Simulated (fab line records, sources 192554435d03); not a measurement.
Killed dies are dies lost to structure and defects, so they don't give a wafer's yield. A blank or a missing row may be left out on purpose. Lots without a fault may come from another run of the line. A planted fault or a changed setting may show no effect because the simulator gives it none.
fab line records | flow n5_finfet
record lots=24 wafers=72 last_day=18
route steps=1938 shown BEOL_M14@1760 BEOL_M15@1773
lots that met no fault: from a run of the same line without faults
start_h: hours from the record's first day to the start of the lot's first wafer shown | wait_h: hours since the lot's step before | " the same as in the row above | L1.1+2: a row that stands for several wafers | - no value, or no start given | * or withheld: withheld | < > ~ a bound
route shown NAME@n: a module of which the file shows steps, and the number in the route of the first | usual: mean/standard deviation of fault-free wafers | same: alike in all rows | chamber/n: place in a boat | sites: the reading at each site | _std_site: their standard deviation | _edge_site: outer sites' mean less inner sites' | radius_mm: how far each site lies from the wafer's centre | mask NAME#n: copy n | behind: the tool/chamber that last shaped the wafer | hold: why the lot was held/for how many hours/how that ended | device: the transistor (n, p or np) that didn't switch | end of line: the same wafers' tests at the end of the route | a step without rows: its recipe alone | killed: dies lost to structure and defects at the first sort, not the wafer's yield | map: a wafer's dies, x killed, . not, _ none there
set.NAME: the setting as run; set.NAME@STEP: as run at that earlier step | model.NAME: the simulator's own value behind a step, which no gauge read
steps of the route over a sample of lots; a table a step, a row a wafer
services: from which hour (start_h, from the record's first day; less than 0 if before it) a tool's chamber was out of use, for how many hours, and why
## steps
# step N5_BEOL_M14_DEGAS_41
# recipe ambient=vacuum temp_c=300 time_s=60
# usual heater_power_w=464/61
# columns lot.wafer tool chamber start_h wait_h heater_power_w
L074.2 pvd_sputter-02 - 252.47 0.3 508
L074.3 " - " " 526
L074.4 " - " " 496
L075.1 pvd_sputter-02 - 257.92 0.2 387
L075.4 " - " " 518
L075.6 " - " " 499
L076.2 pvd_sputter-02 - 258.28 0.5 487
L076.3 " - " " 508
L076.5 " - " " 517
L077.2 pvd_sputter-02 - 260.52 2.1 495
L077.4 " - " " 546
L077.5 " - " " 377
L078.2 pvd_sputter-02 - 285.91 0.4 522
L078.5 " - " " 511
L078.6 " - " " 486
L079.2 pvd_sputter-01 - 285.96 0.2 441
L079.4 " - " " 424
L079.6 " - " " 422
L081.3 pvd_sputter-01 - 289.43 0.0 410
L081.5 " - " " 444
L081.6 " - " " 366
L082.1 pvd_sputter-03 - 300.34 0.6 402
L082.2 " - " " 589
L082.3 " - " " 491
L080.4 pvd_sputter-01 - 308.30 0.2 375
L080.5 " - " " 407
L080.6 " - " " 437
L083.1 pvd_sputter-02 - 312.31 0.5 510
L083.3 " - " " 484
L083.4 " - " " 387
L086.1 pvd_sputter-03 - 314.54 0.2 394
L086.2 " - " " 498
L086.4 " - " " 579
L085.2 pvd_sputter-02 - 320.17 0.9 388
L085.4 " - " " 491
L085.6 " - " " 488
L084.3 pvd_sputter-02 - 321.01 0.4 525
L084.4 " - " " 387
L084.6 " - " " 385
L087.1 pvd_sputter-02 - 329.91 0.6 509
L087.3 " - " " 509
L087.6 " - " " 511
L088.2 pvd_sputter-03 - 332.03 0.5 479
L088.3 " - " " 600
L088.6 " - " " 594
L089.1 pvd_sputter-01 - 341.45 0.3 409
L089.2 " - " " 441
L089.3 " - " " 376
L090.1 pvd_sputter-02 - 343.62 0.9 496
L090.2 " - " " 521
L090.3 " - " " 519
L092.4 pvd_sputter-01 - 348.69 0.0 440
L092.5 " - " " 445
L092.6 " - " " 376
L091.1 pvd_sputter-02 - 356.61 0.4 509
L091.2 " - " " 511
L091.6 " - " " 510
L093.1 pvd_sputter-03 - 361.90 0.3 395
L093.5 " - " " 503
L093.6 " - " " 600
L094.3 pvd_sputter-03 - 369.81 0.4 510
L094.4 " - " " 576
L094.6 " - " " 502
L095.2 pvd_sputter-01 - 372.52 0.4 410
L095.3 " - " " 375
L095.6 " - " " 376
L096.1 pvd_sputter-03 - 385.29 0.3 390
L096.4 " - " " 508
L096.6 " - " " 578
L097.1 pvd_sputter-01 - 409.82 0.4 416
L097.2 " - " " 446
L097.4 " - " " 415
# step N5_BEOL_M14_ANNEAL_48
# recipe temp_c=225 time_s=90 ambient=N2
# usual wafer_temp_C_max=225.74/0.23
# columns lot.wafer tool chamber start_h wait_h wafer_temp_C_max
L074.2 rtp_anneal-01 0 253.06 0.2 225.15
L074.3 " 0 " " 225.53
L074.4 " 0 " " 225.62
L075.1 rtp_anneal-01 0 258.61 0.3 225.94
L075.4 " 0 " " 225.70
L075.6 " 0 " " 225.38
L076.2 rtp_anneal-02 0 259.07 0.4 225.63
L076.3 " 0 " " 225.95
L076.5 " 0 " " 225.94
L077.2 rtp_anneal-01 0 261.12 0.2 225.69
L077.4 " 0 " " 225.52
L077.5 " 0 " " 226.10
L078.2 rtp_anneal-02 0 286.58 0.3 225.78
L078.5 " 0 " " 225.72
L078.6 " 0 " " 226.15
L079.2 rtp_anneal-01 0 286.74 0.4 225.72
L079.4 " 0 " " 225.53
L079.6 " 0 " " 225.37
L081.3 rtp_anneal-02 0 290.16 0.3 225.84
L081.5 " 0 " " 225.86
L081.6 " 0 " " 225.58
L082.1 rtp_anneal-02 0 301.02 0.3 226.20
L082.2 " 0 " " 225.63
L082.3 " 0 " " 225.89
L080.4 rtp_anneal-01 0 308.98 0.2 226.04
L080.5 " 0 " " 225.81
L080.6 " 0 " " 225.63
L083.1 rtp_anneal-01 0 312.85 0.1 225.57
L083.3 " 0 " " 225.46
L083.4 " 0 " " 225.71
L086.1 rtp_anneal-01 0 315.10 0.2 225.94
L086.2 " 0 " " 226.14
L086.4 " 0 " " 226.19
L085.2 rtp_anneal-01 0 320.76 0.2 225.73
L085.4 " 0 " " 225.81
L085.6 " 0 " " 225.73
L084.3 rtp_anneal-01 0 321.64 0.2 225.65
L084.4 " 0 " " 225.57
L084.6 " 0 " " 225.38
L087.1 rtp_anneal-01 0 330.56 0.2 225.59
L087.3 " 0 " " 225.52
L087.6 " 0 " " 225.70
L088.2 rtp_anneal-01 0 332.63 0.2 225.58
L088.3 " 0 " " 225.71
L088.6 " 0 " " 226.01
L089.1 rtp_anneal-02 0 342.00 0.1 225.47
L089.2 " 0 " " 225.49
L089.3 " 0 " " 225.46
L090.1 rtp_anneal-02 0 344.27 0.2 225.67
L090.2 " 0 " " 225.87
L090.3 " 0 " " 225.63
L092.4 rtp_anneal-02 0 349.37 0.2 225.61
L092.5 " 0 " " 225.81
L092.6 " 0 " " 226.09
L091.1 rtp_anneal-01 0 357.15 0.1 225.79
L091.2 " 0 " " 225.91
L091.6 " 0 " " 225.44
L093.1 rtp_anneal-02 0 362.45 0.1 225.44
L093.5 " 0 " " 225.62
L093.6 " 0 " " 225.63
L094.3 rtp_anneal-01 0 370.65 0.4 225.40
L094.4 " 0 " " 225.99
L094.6 " 0 " " 225.55
L095.2 rtp_anneal-02 0 373.11 0.2 225.78
L095.3 " 0 " " 226.28
L095.6 " 0 " " 225.98
L096.1 rtp_anneal-02 0 385.97 0.2 225.84
L096.4 " 0 " " 225.79
L096.6 " 0 " " 225.50
L097.1 rtp_anneal-02 0 410.37 0.1 225.59
L097.2 " 0 " " 225.77
L097.4 " 0 " " 226.07
# step N5_BEOL_M15_ILD_DEP_00
# recipe material=SiO2 target_thk_a=16293 temp_c=400 precursor=TEOS/O2 pressure_torr=6.5 rf_w=900 teos_flow_sccm=161.4 gas=O2 flow_sccm=2650 time_s=346.1
# usual heater_power_w=516/77 showerhead_plenum_p_Torr=8.35/0.032 throttle_valve_pct=18.8/0.98
# columns lot.wafer tool chamber start_h wait_h heater_power_w showerhead_plenum_p_Torr throttle_valve_pct
L074.2 pecvd-02 1 253.80 0.0 492 8.37 18.4
L074.3 " 2 " " 500 8.32 18.8
L074.4 " 1 " " 572 8.37 18.6
L075.1 pecvd-02 0 259.41 0.0 424 8.35 20.8
L075.4 " 0 " " 518 8.36 21.0
L075.6 " 1 " " 572 8.38 18.3
L076.2 pecvd-03 1 259.84 0.0 523 8.40 18.1
L076.3 " 1 " " 588 8.42 18.5
L076.5 " 1 " " 466 8.43 18.1
L077.2 pecvd-02 1 261.86 0.0 526 8.38 18.6
L077.4 " 0 " " 440 8.37 20.8
L077.5 " 2 " " 558 8.35 18.7
L078.2 pecvd-04 2 287.38 0.0 387 8.31 19.5
L078.5 " 1 " " 449 8.33 18.0
L078.6 " 0 " " 499 8.33 18.2
L079.2 pecvd-03 2 287.49 0.0 596 8.36 17.7
L079.4 " 1 " " 473 8.42 18.3
L079.6 " 0 " " 612 8.35 18.8
L081.3 pecvd-04 2 290.86 0.0 420 8.31 19.5
L081.5 " 1 " " 460 8.34 18.2
L081.6 " 0 " " 650 8.31 18.0
L082.1 pecvd-04 1 301.91 0.0 498 8.33 17.9
L082.2 " 2 " " 394 8.32 19.6
L082.3 " 0 " " 670 8.31 18.0
L080.4 pecvd-04 0 309.74 0.1 626 8.32 18.0
L080.5 " 2 " " 438 8.31 20.0
L080.6 " 1 " " 450 8.34 18.2
L083.1 pecvd-02 0 313.64 0.0 507 8.36 20.7
L083.3 " 2 " " 547 8.32 18.7
L083.4 " 0 " " 556 8.36 20.4
L086.1 pecvd-04 0 315.89 0.0 673 8.32 18.3
L086.2 " 1 " " 492 8.32 18.0
L086.4 " 1 " " 572 8.33 18.3
L085.2 pecvd-02 1 321.50 0.0 569 8.37 18.3
L085.4 " 0 " " 425 8.39 20.7
L085.6 " 1 " " 433 8.38 18.4
L084.3 pecvd-02 0 322.34 0.0 587 8.34 20.9
L084.4 " 1 " " 429 8.38 18.5
L084.6 " 2 " " 426 8.34 18.7
L087.1 pecvd-03 1 331.34 0.0 620 8.40 18.1
L087.3 " 0 " " 631 8.33 19.2
L087.6 " 2 " " 460 8.34 17.8
L088.2 pecvd-02 2 333.36 0.0 440 8.33 18.9
L088.3 " 1 " " 581 8.36 18.4
L088.6 " 2 " " 545 8.32 19.0
L089.1 pecvd-02 1 342.78 0.0 464 8.38 18.5
L089.2 " 2 " " 540 8.32 18.8
L089.3 " 0 " " 577 8.37 20.6
L090.1 pecvd-02 1 345.31 0.0 470 8.36 18.6
L090.2 " 0 " " 501 8.35 20.8
L090.3 " 2 " " 548 8.31 18.8
L092.4 pecvd-04 2 350.21 0.1 430 8.30 20.0
L092.5 " 0 " " 628 8.31 18.0
L092.6 " 2 " " 348 8.32 20.1
L091.1 pecvd-04 2 357.94 0.0 440 8.31 20.3
L091.2 " 0 " " 557 8.34 18.0
L091.6 " 2 " " 439 8.28 20.1
L093.1 pecvd-03 2 363.23 0.0 542 8.35 17.8
L093.5 " 1 " " 472 8.41 18.3
L093.6 " 0 " " 614 8.36 18.9
L094.3 pecvd-04 0 371.47 0.1 524 8.33 18.1
L094.4 " 2 " " 343 8.31 20.3
L094.6 " 0 " " 617 8.33 17.9
L095.2 pecvd-03 2 373.88 0.0 598 8.32 17.9
L095.3 " 0 " " 631 8.35 18.8
L095.6 " 2 " " 457 8.35 17.8
L096.1 pecvd-03 0 386.78 0.0 619 8.36 18.6
L096.4 " 2 " " 448 8.33 17.9
L096.6 " 0 " " 484 8.34 18.9
L097.1 pecvd-03 2 411.33 0.0 536 8.34 18.0
L097.2 " 1 " " 610 8.41 18.3
L097.4 " 2 " " 604 8.34 17.5
# step N5_BEOL_M15_CD_MEAS_10
# recipe target_cd_nm=360 landing_energy_ev=500 detector=se_inlens polarity=opening
# usual cd_nm=359.7/1.7
# columns lot.wafer tool chamber start_h wait_h cd_nm
L074.2 cd_sem-02 0 254.47 - 361.4
L074.3 " 0 " " 360.5
L074.4 " 0 " " 361.4
L075.1 cd_sem-01 0 259.96 - 360.2
L075.4 " 0 " " 362.2
L075.6 " 0 " " 362.0
L076.2 cd_sem-02 0 260.63 - 359.3
L076.3 " 0 " " 358.1
L076.5 " 0 " " 359.1
L077.2 cd_sem-01 0 262.53 - 359.5
L077.4 " 0 " " 357.8
L077.5 " 0 " " 358.6
L078.2 cd_sem-02 0 287.94 - 360.3
L078.5 " 0 " " 361.2
L078.6 " 0 " " 358.8
L079.2 cd_sem-02 0 288.17 - 358.9
L079.4 " 0 " " 358.6
L079.6 " 0 " " 359.2
L081.3 cd_sem-02 0 291.54 - 360.5
L081.5 " 0 " " 359.2
L081.6 " 0 " " 362.2
L082.1 cd_sem-01 0 302.46 - 358.9
L082.2 " 0 " " 356.9
L082.3 " 0 " " 357.8
L080.4 cd_sem-03 0 310.19 - 359.1
L080.5 " 0 " " 362.4
L080.6 " 0 " " 359.2
L083.1 cd_sem-01 0 314.21 - 359.9
L083.3 " 0 " " 359.3
L083.4 " 0 " " 359.8
L086.1 cd_sem-01 0 316.44 - 360.4
L086.2 " 0 " " 359.4
L086.4 " 0 " " 356.2
L085.2 cd_sem-01 0 322.05 - 362.8
L085.4 " 0 " " 363.2
L085.6 " 0 " " 360.8
L084.3 cd_sem-01 0 323.02 - 361.3
L084.4 " 0 " " 362.0
L084.6 " 0 " " 363.5
L087.1 cd_sem-01 0 331.90 - 358.4
L087.3 " 0 " " 360.1
L087.6 " 0 " " 359.1
L088.2 cd_sem-03 0 334.04 - 358.7
L088.3 " 0 " " 360.0
L088.6 " 0 " " 360.9
L089.1 cd_sem-01 0 343.46 - 358.3
L089.2 " 0 " " 363.6
L089.3 " 0 " " 361.9
L090.1 cd_sem-02 0 345.89 - 357.9
L090.2 " 0 " " 357.9
L090.3 " 0 " " 359.0
L092.4 cd_sem-01 0 350.89 - 359.9
L092.5 " 0 " " 358.1
L092.6 " 0 " " 359.1
L091.1 cd_sem-02 0 358.72 - 359.3
L091.2 " 0 " " 357.7
L091.6 " 0 " " 358.3
L093.1 cd_sem-03 0 363.79 - 359.5
L093.5 " 0 " " 360.2
L093.6 " 0 " " 361.0
L094.3 cd_sem-02 0 372.15 - 360.6
L094.4 " 0 " " 361.0
L094.6 " 0 " " 360.5
L095.2 cd_sem-01 0 374.56 - 360.2
L095.3 " 0 " " 356.9
L095.6 " 0 " " 361.2
L096.1 cd_sem-03 0 387.46 - 360.7
L096.4 " 0 " " 361.0
L096.6 " 0 " " 359.5
L097.1 cd_sem-03 0 412.01 - 355.3
L097.2 " 0 " " 359.5
L097.4 " 0 " " 357.0
# step N5_BEOL_M15_CD_MEAS_17
# recipe target_cd_nm=360 polarity=opening
# usual cd_nm=360.3/2.2
# columns lot.wafer tool chamber start_h wait_h cd_nm
L074.2 cd_sem-02 - 255.06 0.0 364.1
L074.3 " - " " 361.7
L074.4 " - " " 360.8
L075.1 cd_sem-01 - 260.55 0.0 359.6
L075.4 " - " " 363.8
L075.6 " - " " 361.8
L076.2 cd_sem-01 - 261.21 0.0 360.9
L076.3 " - " " 360.5
L076.5 " - " " 359.2
L077.2 cd_sem-01 - 263.20 0.0 358.4
L077.4 " - " " 358.5
L077.5 " - " " 357.8
L078.2 cd_sem-02 - 288.52 0.0 360.7
L078.5 " - " " 361.3
L078.6 " - " " 358.0
L079.2 cd_sem-03 - 288.76 0.0 360.1
L079.4 " - " " 359.3
L079.6 " - " " 359.2
L081.3 cd_sem-02 - 292.64 0.0 360.5
L081.5 " - " " 358.5
L081.6 " - " " 361.6
L082.1 cd_sem-03 - 303.05 0.0 361.1
L082.2 " - " " 356.9
L082.3 " - " " 357.7
L080.4 cd_sem-01 - 310.77 0.0 357.7
L080.5 " - " " 361.5
L080.6 " - " " 361.1
L083.1 cd_sem-01 - 314.80 0.0 361.6
L083.3 " - " " 359.9
L083.4 " - " " 359.9
L086.1 cd_sem-01 - 317.02 0.0 361.8
L086.2 " - " " 360.5
L086.4 " - " " 357.5
L085.2 cd_sem-01 - 322.64 0.0 360.5
L085.4 " - " " 364.6
L085.6 " - " " 359.7
L084.3 cd_sem-03 - 323.71 0.0 361.5
L084.4 " - " " 364.8
L084.6 " - " " 364.8
L087.1 cd_sem-03 - 332.48 0.0 359.0
L087.3 " - " " 361.4
L087.6 " - " " 358.8
L088.2 cd_sem-03 - 334.70 0.0 359.8
L088.3 " - " " 360.5
L088.6 " - " " 361.0
L089.1 cd_sem-01 - 344.46 0.0 359.2
L089.2 " - " " 365.1
L089.3 " - " " 364.2
L090.1 cd_sem-03 - 347.35 0.0 357.8
L090.2 " - " " 358.7
L090.3 " - " " 359.1
L092.4 cd_sem-01 - 351.48 0.0 363.2
L092.5 " - " " 357.5
L092.6 " - " " 361.8
L091.1 cd_sem-02 - 359.31 0.0 360.5
L091.2 " - " " 358.4
L091.6 " - " " 359.3
L093.1 cd_sem-03 - 364.37 0.0 361.0
L093.5 " - " " 362.2
L093.6 " - " " 363.8
L094.3 cd_sem-02 - 372.74 0.0 363.1
L094.4 " - " " 362.1
L094.6 " - " " 362.6
L095.2 cd_sem-03 - 375.16 0.0 360.1
L095.3 " - " " 357.7
L095.6 " - " " 362.4
L096.1 cd_sem-03 - 388.04 0.0 360.7
L096.4 " - " " 359.8
L096.6 " - " " 356.9
L097.1 cd_sem-01 - 412.77 0.0 354.8
L097.2 " - " " 358.1
L097.4 " - " " 357.2
# step N5_BEOL_M15_DESCUM_33
# recipe chemistry=O2 time_s=7.9 source_power_w=50 bias_power_w=20 pressure_mtorr=20 rf_frequency_hz=2.712e+07 temp_c=40 o2_flow_sccm=225
# usual drypump_motor_current_A=5.62/0.3 oes_product_au=0.79/0.079 rf_vpp_V=243.3/1.1 showerhead_plenum_p_Torr=2.11/0.042 throttle_valve_pct=20.39/0.18
# columns lot.wafer tool chamber start_h wait_h drypump_motor_current_A oes_product_au rf_hours_counter_h rf_vpp_V showerhead_plenum_p_Torr throttle_valve_pct
L074.2 rie_diel-05 2 256.20 0.1 5.57 0.81 74 244.4 2.11 20.33
L074.3 " 1 " " 5.29 0.79 109 244.3 2.11 20.25
L074.4 " 0 " " 6.08 0.74 188 244.9 2.17 20.32
L075.1 rie_diel-05 1 261.62 0.1 5.29 0.79 110 243.7 2.11 20.26
L075.4 " 2 " " 5.55 0.81 75 242.2 2.11 20.34
L075.6 " 3 " " 5.54 0.67 - 242.8 2.06 20.73
L076.2 rie_diel-05 2 262.30 0.0 5.55 0.82 76 243.3 2.11 20.33
L076.3 " 1 " " 5.24 0.79 110 244.7 2.11 20.26
L076.5 " 0 " " 6.02 0.74 - 244.1 2.17 20.32
L077.2 rie_diel-06 0 264.39 0.0 5.83 0.70 201 243.2 2.14 20.32
L077.4 " 1 " " 5.25 0.90 22 244.7 2.14 20.03
L077.5 " 1 " " 5.26 0.90 - 244.2 2.14 20.04
L078.2 rie_diel-05 2 289.69 0.2 5.56 0.80 84 243.2 2.10 20.33
L078.5 " 0 " " 6.03 0.73 - 243.4 2.17 20.34
L078.6 " 1 " " 5.27 0.77 - 243.4 2.10 20.28
L079.2 rie_diel-06 2 290.00 0.1 5.56 0.69 223 243.8 2.08 20.63
L079.4 " 3 " " 5.32 0.79 112 242.3 2.02 20.45
L079.6 " 0 " " 5.85 0.70 - 244.4 2.13 20.35
L081.3 rie_diel-05 1 293.68 0.1 5.30 0.77 120 243.6 2.10 20.27
L081.5 " 3 " " 5.54 0.67 - 241.2 2.06 20.76
L081.6 " 2 " " 5.54 0.80 - 244.7 2.10 20.35
L082.1 rie_diel-05 2 304.02 0.0 5.57 0.79 89 244.2 2.10 20.35
L082.2 " 0 " " 6.06 0.73 202 245.1 2.17 20.33
L082.3 " 1 " " 5.28 0.77 124 243.4 2.10 20.27
L080.4 rie_diel-05 1 311.75 0.0 5.25 0.77 - 245.9 2.10 20.29
L080.5 " 0 " " 6.02 0.72 - 245.5 2.17 20.37
L080.6 " 2 " " 5.54 0.79 - 242.3 2.10 20.36
L083.1 rie_diel-05 3 315.79 0.0 5.54 0.98 1 242.0 2.06 20.35
L083.3 " 1 " " 5.25 0.76 129 244.8 2.10 20.28
L083.4 " 2 " " 5.53 0.79 94 241.9 2.10 20.38
L086.1 rie_diel-06 0 318.17 0.0 5.83 0.69 215 244.6 2.13 20.36
L086.2 " 3 " " 5.28 0.78 118 241.9 2.02 20.47
L086.4 " 2 " " 5.54 0.68 231 241.3 2.07 20.66
L085.2 rie_diel-06 1 323.89 0.3 5.29 0.87 38 244.4 2.13 20.05
L085.4 " 2 " " 5.56 0.68 233 243.1 2.07 20.65
L085.6 " 2 " " 5.55 0.67 - 241.7 2.07 20.65
L084.3 rie_diel-01 1 324.67 0.0 5.94 0.91 25 242.0 2.16 20.67
L084.4 " 2 " " 5.27 0.93 17 240.9 2.06 20.25
L084.6 " 1 " " 5.94 0.91 - 244.3 2.16 20.68
L087.1 rie_diel-01 2 333.70 0.1 5.25 0.92 20 242.6 2.06 20.24
L087.3 " 1 " " 5.92 0.89 28 244.5 2.16 20.67
L087.6 " 2 " " 5.25 0.92 - 241.9 2.06 20.24
L088.2 rie_diel-05 0 336.43 0.4 6.05 0.72 215 244.5 2.16 20.37
L088.3 " 1 " " 5.29 0.75 137 243.6 2.10 20.31
L088.6 " 1 " " 5.27 0.76 - 243.4 2.10 20.31
L089.1 rie_diel-05 1 346.54 0.9 5.29 0.75 141 244.2 2.10 20.31
L089.2 " 2 " " 5.56 0.78 106 242.7 2.10 20.39
L089.3 " 0 " " 6.05 0.72 219 244.4 2.16 20.39
L090.1 rie_diel-01 0 348.67 0.2 6.08 0.78 78 242.9 2.14 20.63
L090.2 " 2 " " 5.26 0.90 29 241.8 2.06 20.28
L090.3 " 1 " " 5.97 0.88 37 244.3 2.16 20.67
L092.4 rie_diel-01 2 352.78 0.2 5.27 0.90 31 242.3 2.06 20.26
L092.5 " 1 " " 5.93 0.88 - 244.5 2.16 20.69
L092.6 " 0 " " 6.09 0.78 - 243.4 2.14 20.62
L091.1 rie_diel-05 3 360.40 0.0 5.52 0.92 16 243.6 2.06 20.37
L091.2 " 2 " " 5.56 0.78 110 243.1 2.09 20.37
L091.6 " 3 " " 5.55 0.92 - 242.8 2.06 20.38
L093.1 rie_diel-06 3 365.40 0.1 5.27 0.78 128 240.7 2.01 20.46
L093.5 " 3 " " 5.28 0.78 - 242.9 2.01 20.47
L093.6 " 2 " " 5.56 0.67 - 240.6 2.07 20.64
L094.3 rie_diel-05 3 373.70 0.0 5.53 0.91 21 241.9 2.05 20.38
L094.4 " 2 " " 5.56 0.77 114 243.3 2.09 20.39
L094.6 " 2 " " 5.55 0.78 - 244.1 2.09 20.38
L095.2 rie_diel-05 0 376.31 0.0 6.07 0.70 228 242.6 2.16 20.39
L095.3 " 3 " " 5.54 0.90 22 241.8 2.05 20.38
L095.6 " 3 " " 5.54 0.90 - 243.2 2.05 20.37
L096.1 rie_diel-05 2 389.13 0.0 5.55 0.76 119 244.0 2.09 20.39
L096.4 " 0 " " 6.06 0.71 231 245.1 2.16 20.40
L096.6 " 0 " " 6.03 0.71 - 243.0 2.16 20.37
L097.1 rie_diel-05 3 413.75 0.0 5.55 0.88 32 240.6 2.05 20.39
L097.2 " 0 " " 6.03 0.70 238 244.1 2.15 20.39
L097.4 " 2 " " 5.55 0.75 126 244.5 2.09 20.40
## services
# columns tool chamber start_h hours kind
pecvd-02 - 233.00 0.7 repair
pecvd-04 - 252.22 14.6 pm
pecvd-03 0 258.06 5.5 scheduled_down
pvd_sputter-01 - 260.51 3.0 repair
rie_diel-06 0 274.36 3.1 repair
rie_diel-06 3 294.02 4.3 repair
rie_diel-05 3 300.48 - clean
rie_diel-05 3 300.48 - consumable_replace:focus_ring
rie_diel-05 3 300.48 12.2 scheduled_down
rie_diel-05 3 300.48 12.2 vent_cycle
pecvd-02 2 317.65 2.1 scheduled_down
rie_diel-06 - 331.77 14.6 pm
pecvd-04 1 341.19 4.1 repair
pecvd-04 2 374.78 2.1 scheduled_down
pecvd-04 0 381.91 5.5 scheduled_down
pecvd-02 1 382.24 5.5 scheduled_down
rie_diel-06 2 387.27 - clean
rie_diel-06 2 387.27 - consumable_replace:focus_ring
rie_diel-06 2 387.27 21.7 scheduled_down
rie_diel-06 2 387.27 21.7 vent_cycle
pvd_sputter-03 - 393.46 7.6 repair
pvd_sputter-01 - 395.24 4.6 repair
pecvd-02 0 402.17 16.5 scheduled_down
rie_diel-05 1 406.43 4.8 repair
## key
fault none
